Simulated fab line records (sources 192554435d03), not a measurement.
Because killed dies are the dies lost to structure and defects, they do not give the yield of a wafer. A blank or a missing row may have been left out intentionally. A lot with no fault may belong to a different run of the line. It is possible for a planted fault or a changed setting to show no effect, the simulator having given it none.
Lot-split experiment + flow n5 finfet + 7 lots, 21 wafers read, on a route of 1938 steps

## THE SPLIT ITSELF
At N5_HKMG_FIN_ETCH_35 (etches SOC in N2/H2, target depth 215.8 nm, time 243.4 s), the setting bias w was moved away from the recipe's 5 W on 10 of the 21 wafers read, by -6.8% to +14.5%. For the rest of the wafers, this setting stayed at what the recipe calls for.

The split's own step is where the reading is taken.

## THE READING
rf vpp V, in V, at N5_HKMG_FIN_ETCH_35 (etches SOC in N2/H2, target depth 215.8 nm, time 243.4 s). A value of 141.9 V with a standard deviation of 0.94 V is what fault-free wafers of this fab line usually give.

| wafer  | tool, chamber at the split | bias w as run, W | against the recipe | rf vpp V, V | against lot-mates on the recipe |
|--------|----------------------------|------------------|--------------------|-------------|---------------------------------|
| L076.4 | rie diel-02, 0             | 5                | recipe             | 142.3       | -                               |
| L076.5 | rie diel-02, 2             | 5                | recipe             | 141.3       | -                               |
| L076.6 | rie diel-02, 3             | 5                | recipe             | 142.3       | -                               |
| L077.1 | rie diel-05, 2             | 5.719            | +14.4%             | 154.6       | +12.7                           |
| L077.2 | rie diel-05, 1             | 5.719            | +14.4%             | 155.4       | +13.5                           |
| L077.6 | rie diel-05, 0             | 5                | recipe             | 141.9       | -                               |
| L084.1 | rie diel-02, 0             | 5.726            | +14.5%             | 157.3       | +16.4                           |
| L084.2 | rie diel-02, 1             | 5.726            | +14.5%             | 154.3       | +13.4                           |
| L084.3 | rie diel-02, 2             | 5                | recipe             | 140.9       | -                               |
| L085.3 | rie diel-05, 2             | 5                | recipe             | 143.5       | -                               |
| L085.5 | rie diel-05, 2             | 5                | recipe             | 142.5       | -                               |
| L085.6 | rie diel-05, 1             | 5.47             | +9.4%              | 149.5       | +6.5                            |
| L090.1 | rie diel-06, 2             | 5                | recipe             | 140.5       | -                               |
| L090.2 | rie diel-06, 1             | 5                | recipe             | 142.7       | -                               |
| L090.4 | rie diel-06, 0             | 4.72             | -5.6%              | 133.5       | -8.1                            |
| L093.3 | rie diel-06, 1             | 4.658            | -6.8%              | 136.1       | -6.6                            |
| L093.5 | rie diel-06, 3             | 5                | recipe             | 142.7       | -                               |
| L093.6 | rie diel-06, 2             | 4.658            | -6.8%              | 134.3       | -8.4                            |
| L097.1 | rie diel-05, 3             | 5.674            | +13.5%             | 154.4       | +13.2                           |
| L097.2 | rie diel-05, 2             | 5                | recipe             | 141.2       | -                               |
| L097.5 | rie diel-05, 0             | 5.674            | +13.5%             | 154.4       | +13.2                           |

THE FIT
A straight line over all 21 wafers: rf vpp V changes by +0.955 V for each +1% of bias w; r = +0.99; the points scatter about the line by 1.2 V.
The same after taking each lot's own level away (the mean of its wafers on the recipe; 21 wafers): +0.995 V for each +1%; r = +0.99; scatter 1.2 V.
That fit puts the effect of the largest move of bias w on the reading at 14 V.
The span of the lots' own levels, 140.90 to 143.00 V, comes to 2.2 times the standard deviation stated above.
The two slopes agree, so the slope changes little with the lot-to-lot level.
Check: with one of the wafers moved furthest among these (+14.5%) left out of the fit, the line predicts +13.6 V for it against its lot-mates. It came out at +16.4 V against them.
Tool readings at the split's step, against how far the setting was moved: rf vpp V r = +0.99.

## ADDITIONAL SPLITS CARRIED BY THESE WAFERS
These wafers also went through other splits before the reading. Each is held against what the fit with the lots' levels taken away leaves over:
| other split on the same wafers     | wafers away from the commonest value | r with rf vpp V (lot level and that fit taken away) |
|------------------------------------|--------------------------------------|-----------------------------------------------------|
| N5_SD_EPI_N_PEB_07 peb time s      | 6                                    | +0.21                                               |
| N5_SD_EPI_N_ETCH_35 source w       | 8                                    | +0.58                                               |
| N5_SD_EPI_N_ETCH_16 target depth a | 7                                    | +0.33                                               |
| N5_SDB_COAT_05 spin rpm            | 11                                   | -0.35                                               |

## FILE'S OWN FIT
rf vpp V changes by +0.965 V for each +1% of bias w, r = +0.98.
